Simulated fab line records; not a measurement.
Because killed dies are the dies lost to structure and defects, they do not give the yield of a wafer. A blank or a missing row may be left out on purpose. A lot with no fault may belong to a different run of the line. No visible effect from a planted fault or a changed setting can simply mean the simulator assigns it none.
Lot-split experiment :: flow n5 finfet :: 7 lots, 39 wafers read, on a route of 1938 steps

== ABOUT THE SPLIT ==
At N5_PASSIVATION_ETCH_15 (etches SiCN in CF4/N2, target depth 75 nm, time 81.2 s), the setting target depth a was moved away from the recipe's 750 angstrom on 9 of the 39 wafers read, by -29.9% to +33.7%. This setting was run at the recipe's value on the other wafers.

The reading comes from the split's own step.

== THE READING ==
etch.depth nm (the simulator's own value, which no gauge read), in nm, at N5_PASSIVATION_ETCH_15 (etches SiCN in CF4/N2, target depth 75 nm, time 81.2 s). There is no usual value for it anywhere in the file. The 30 wafers here that ran the recipe average 66.07 nm, standard deviation 1.2 nm.

wafer: L076.1
tool, chamber at the split: rie diel-03, 3
target depth a as run, angstrom: 750
against the recipe: recipe
etch.depth nm, nm: 66.26
against lot-mates on the recipe: -

wafer: L076.3
tool, chamber at the split: rie diel-03, 1
target depth a as run, angstrom: 750
against the recipe: recipe
etch.depth nm, nm: 67.6
against lot-mates on the recipe: -

wafer: L076.4
tool, chamber at the split: rie diel-03, 1
target depth a as run, angstrom: 750
against the recipe: recipe
etch.depth nm, nm: 67.52
against lot-mates on the recipe: -

wafer: L080.1
tool, chamber at the split: rie diel-04, 0
target depth a as run, angstrom: 750
against the recipe: recipe
etch.depth nm, nm: 67.65
against lot-mates on the recipe: -

wafer: L080.2
tool, chamber at the split: rie diel-04, 3
target depth a as run, angstrom: 543.8
against the recipe: -27.5%
etch.depth nm, nm: 46.95
against lot-mates on the recipe: -19.68

wafer: L080.3
tool, chamber at the split: rie diel-04, 1
target depth a as run, angstrom: 750
against the recipe: recipe
etch.depth nm, nm: 66.05
against lot-mates on the recipe: -

wafer: L080.4
tool, chamber at the split: rie diel-04, 0
target depth a as run, angstrom: 543.8
against the recipe: -27.5%
etch.depth nm, nm: 48.46
against lot-mates on the recipe: -18.17

wafer: L080.5
tool, chamber at the split: rie diel-04, 3
target depth a as run, angstrom: 543.8
against the recipe: -27.5%
etch.depth nm, nm: 46.99
against lot-mates on the recipe: -19.64

wafer: L080.6
tool, chamber at the split: rie diel-04, 1
target depth a as run, angstrom: 750
against the recipe: recipe
etch.depth nm, nm: 66.19
against lot-mates on the recipe: -

wafer: L082.1
tool, chamber at the split: rie diel-04, 3
target depth a as run, angstrom: 525.9
against the recipe: -29.9%
etch.depth nm, nm: 45.32
against lot-mates on the recipe: -20.94

wafer: L082.2
tool, chamber at the split: rie diel-04, 0
target depth a as run, angstrom: 750
against the recipe: recipe
etch.depth nm, nm: 67.14
against lot-mates on the recipe: -

wafer: L082.3
tool, chamber at the split: rie diel-04, 1
target depth a as run, angstrom: 525.9
against the recipe: -29.9%
etch.depth nm, nm: 46.44
against lot-mates on the recipe: -19.82

wafer: L082.4
tool, chamber at the split: rie diel-04, 0
target depth a as run, angstrom: 750
against the recipe: recipe
etch.depth nm, nm: 67.45
against lot-mates on the recipe: -

wafer: L082.5
tool, chamber at the split: rie diel-04, 1
target depth a as run, angstrom: 525.9
against the recipe: -29.9%
etch.depth nm, nm: 45.96
against lot-mates on the recipe: -20.30

wafer: L082.6
tool, chamber at the split: rie diel-04, 3
target depth a as run, angstrom: 750
against the recipe: recipe
etch.depth nm, nm: 64.19
against lot-mates on the recipe: -

wafer: L083.1
tool, chamber at the split: rie diel-04, 0
target depth a as run, angstrom: 750
against the recipe: recipe
etch.depth nm, nm: 67.35
against lot-mates on the recipe: -

wafer: L083.2
tool, chamber at the split: rie diel-04, 3
target depth a as run, angstrom: 750
against the recipe: recipe
etch.depth nm, nm: 64.71
against lot-mates on the recipe: -

wafer: L083.3
tool, chamber at the split: rie diel-04, 2
target depth a as run, angstrom: 750
against the recipe: recipe
etch.depth nm, nm: 65.97
against lot-mates on the recipe: -

wafer: L083.4
tool, chamber at the split: rie diel-04, 1
target depth a as run, angstrom: 750
against the recipe: recipe
etch.depth nm, nm: 66.44
against lot-mates on the recipe: -

wafer: L083.5
tool, chamber at the split: rie diel-04, 3
target depth a as run, angstrom: 750
against the recipe: recipe
etch.depth nm, nm: 64.24
against lot-mates on the recipe: -

wafer: L083.6
tool, chamber at the split: rie diel-04, 0
target depth a as run, angstrom: 750
against the recipe: recipe
etch.depth nm, nm: 67.18
against lot-mates on the recipe: -

wafer: L092.1
tool, chamber at the split: rie diel-04, 1
target depth a as run, angstrom: 750
against the recipe: recipe
etch.depth nm, nm: 66.05
against lot-mates on the recipe: -

wafer: L092.2
tool, chamber at the split: rie diel-04, 3
target depth a as run, angstrom: 750
against the recipe: recipe
etch.depth nm, nm: 64.27
against lot-mates on the recipe: -

wafer: L092.3
tool, chamber at the split: rie diel-04, 0
target depth a as run, angstrom: 750
against the recipe: recipe
etch.depth nm, nm: 66.27
against lot-mates on the recipe: -

wafer: L092.4
tool, chamber at the split: rie diel-04, 2
target depth a as run, angstrom: 750
against the recipe: recipe
etch.depth nm, nm: 66.16
against lot-mates on the recipe: -

wafer: L092.5
tool, chamber at the split: rie diel-04, 3
target depth a as run, angstrom: 750
against the recipe: recipe
etch.depth nm, nm: 64.18
against lot-mates on the recipe: -

wafer: L092.6
tool, chamber at the split: rie diel-04, 2
target depth a as run, angstrom: 750
against the recipe: recipe
etch.depth nm, nm: 65.54
against lot-mates on the recipe: -

wafer: L087.1
tool, chamber at the split: rie diel-03, 0
target depth a as run, angstrom: 1003
against the recipe: +33.7%
etch.depth nm, nm: 83.43
against lot-mates on the recipe: +18.37

wafer: L087.2
tool, chamber at the split: rie diel-03, 1
target depth a as run, angstrom: 750
against the recipe: recipe
etch.depth nm, nm: 66.68
against lot-mates on the recipe: -

wafer: L087.3
tool, chamber at the split: rie diel-03, 2
target depth a as run, angstrom: 1003
against the recipe: +33.7%
etch.depth nm, nm: 83.99
against lot-mates on the recipe: +18.93

wafer: L087.4
tool, chamber at the split: rie diel-03, 3
target depth a as run, angstrom: 1003
against the recipe: +33.7%
etch.depth nm, nm: 88.05
against lot-mates on the recipe: +22.99

wafer: L087.5
tool, chamber at the split: rie diel-03, 0
target depth a as run, angstrom: 750
against the recipe: recipe
etch.depth nm, nm: 62.71
against lot-mates on the recipe: -

wafer: L087.6
tool, chamber at the split: rie diel-03, 1
target depth a as run, angstrom: 750
against the recipe: recipe
etch.depth nm, nm: 65.8
against lot-mates on the recipe: -

wafer: L090.1
tool, chamber at the split: rie diel-04, 1
target depth a as run, angstrom: 750
against the recipe: recipe
etch.depth nm, nm: 66.74
against lot-mates on the recipe: -

wafer: L090.2
tool, chamber at the split: rie diel-04, 3
target depth a as run, angstrom: 750
against the recipe: recipe
etch.depth nm, nm: 64.93
against lot-mates on the recipe: -

wafer: L090.3
tool, chamber at the split: rie diel-04, 0
target depth a as run, angstrom: 750
against the recipe: recipe
etch.depth nm, nm: 66.59
against lot-mates on the recipe: -

wafer: L090.4
tool, chamber at the split: rie diel-04, 2
target depth a as run, angstrom: 750
against the recipe: recipe
etch.depth nm, nm: 66.22
against lot-mates on the recipe: -

wafer: L090.5
tool, chamber at the split: rie diel-04, 0
target depth a as run, angstrom: 750
against the recipe: recipe
etch.depth nm, nm: 67.08
against lot-mates on the recipe: -

wafer: L090.6
tool, chamber at the split: rie diel-04, 1
target depth a as run, angstrom: 750
against the recipe: recipe
etch.depth nm, nm: 67.06
against lot-mates on the recipe: -

FIT RESULTS
A straight line over all 39 wafers: etch.depth nm changes by +0.628 nm for each +1% of target depth a; r = +0.99; the points scatter about the line by 1.5 nm.
The same after taking each lot's own level away (the mean of its wafers on the recipe; 39 wafers): +0.648 nm for each +1%; r = +0.99; scatter 1.3 nm.
According to that fit, moving target depth a by its largest amount changes the reading by 22 nm.
From 65.063 to 67.127 nm: that is the span of the lots' own levels, equal to 1.7 times the standard deviation above.
Consequently the slope shifts little with the lot-to-lot level, the two slopes agreeing.
Check: with one of the wafers moved furthest among these (+33.7%) left out of the fit, the line predicts +22.2 nm for it against its lot-mates. It came out at +18.4 nm against them.

== FURTHER SPLITS ON THESE WAFERS ==
Note: prior to the reading, these wafers also went through further splits. Each is held against what the fit with the lots' levels taken away leaves over:
other split on the same wafers: N5_BEOL_M15_ILD_DEP_00 target thk a
wafers away from the commonest value: 12
r with etch.depth nm (lot level and that fit taken away): +0.23

== FILE'S OWN FIT ==
etch.depth nm changes by +0.651 nm for each +1% of target depth a, r = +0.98.
